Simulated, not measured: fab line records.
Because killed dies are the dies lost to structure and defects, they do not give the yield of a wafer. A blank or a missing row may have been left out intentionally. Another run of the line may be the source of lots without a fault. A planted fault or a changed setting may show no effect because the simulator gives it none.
A single fault, viewed from 2 desks -- flow nand_harc -- numbers are kept per desk, each desk with only its own; the story behind them comes last

## METROLOGY DESK
Means of the sampled wafers that have a number, per lot and without regard to the tool the lot ran on: this is what the gauges read. Marked OUT: a lot whose mean sits more than 4 standard deviations from the usual mean, which makes it out of limits; the brackets give that distance.
Columns: A = cd_nm at NHARC_P_ZERO_WELL_CD_MEAS_11, usual 500.2 nm; B = cd_nm at NHARC_P_GATE_CD_MEAS_26, usual 120.0 nm
lot,first seen here,A,B
L458,day 1 13:22,499.1,119.2
L459,day 1 19:19,498.2,120.3
L460,day 2 01:14,500.0,120.3
L463,day 2 19:07,500.2,119.0
L465,day 3 07:07,500.1,119.8
L466,day 3 13:07,501.4,119.8
L467,day 3 19:15,501.9,120.1
L468,day 4 01:07,499.0,120.8
L475,day 5 19:16,500.7,119.9
L476,day 6 01:14,498.4,120.2
L479,day 6 19:15,501.1,119.8
L480,day 7 01:15,498.4,120.0
L481,day 7 07:07,498.9,120.4
This desk's finding: nothing out of limits on any of the 13 lots.

## THE DEFECT DESK
Inspection counts along the route, by lot: the mean over sampled wafers that carry a number. Marked OUT: a lot whose mean sits more than 4 standard deviations from the usual mean, which makes it out of limits; the brackets give that distance.
Columns: A = raw_defect_count at NHARC_P_STI_INSPECT_11, usual 5.6
lot,first seen here,A
L458,day 2 13:14,6.0
L459,day 2 20:01,5.3
L460,day 2 20:04,5.0
L463,day 3 18:13,7.0
L465,day 4 05:00,3.3
L466,day 4 11:29,750.7 (+99 or more) OUT
L467,day 4 18:34,752.0 (+99 or more) OUT
L468,day 4 23:28,5.7
L475,day 6 17:07,2.7
L476,day 7 01:16,4.0
L479,day 7 20:15,4.3
L480,day 7 20:25,5.0
L481,day 8 04:56,8.3
Finding of this desk: L466, L467 out of limits; the first was L466 at day 4 11:29, on raw_defect_count at NHARC_P_STI_INSPECT_11. In limits: L458, L459, L460, L463, L465, L468, L475, L476, L479, L480, L481.

## PUT TOGETHER
The defect desk could have raised an alarm at day 4 11:29, on L466, L467.
From the metrology desk's view, nothing was out of limits.
The metrology desk has L466, L467 on record, within its limits.
The lots listed all ran NHARC_P_STI_OXIDE_29 on furnace-05.

## WHAT WAS PUT IN BY THE SIMULATOR
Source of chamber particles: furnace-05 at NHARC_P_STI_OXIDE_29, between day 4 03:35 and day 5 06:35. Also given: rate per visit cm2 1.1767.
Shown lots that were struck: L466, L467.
Hours from the fault's start to each desk's first reading out of limits: the defect desk, 8.
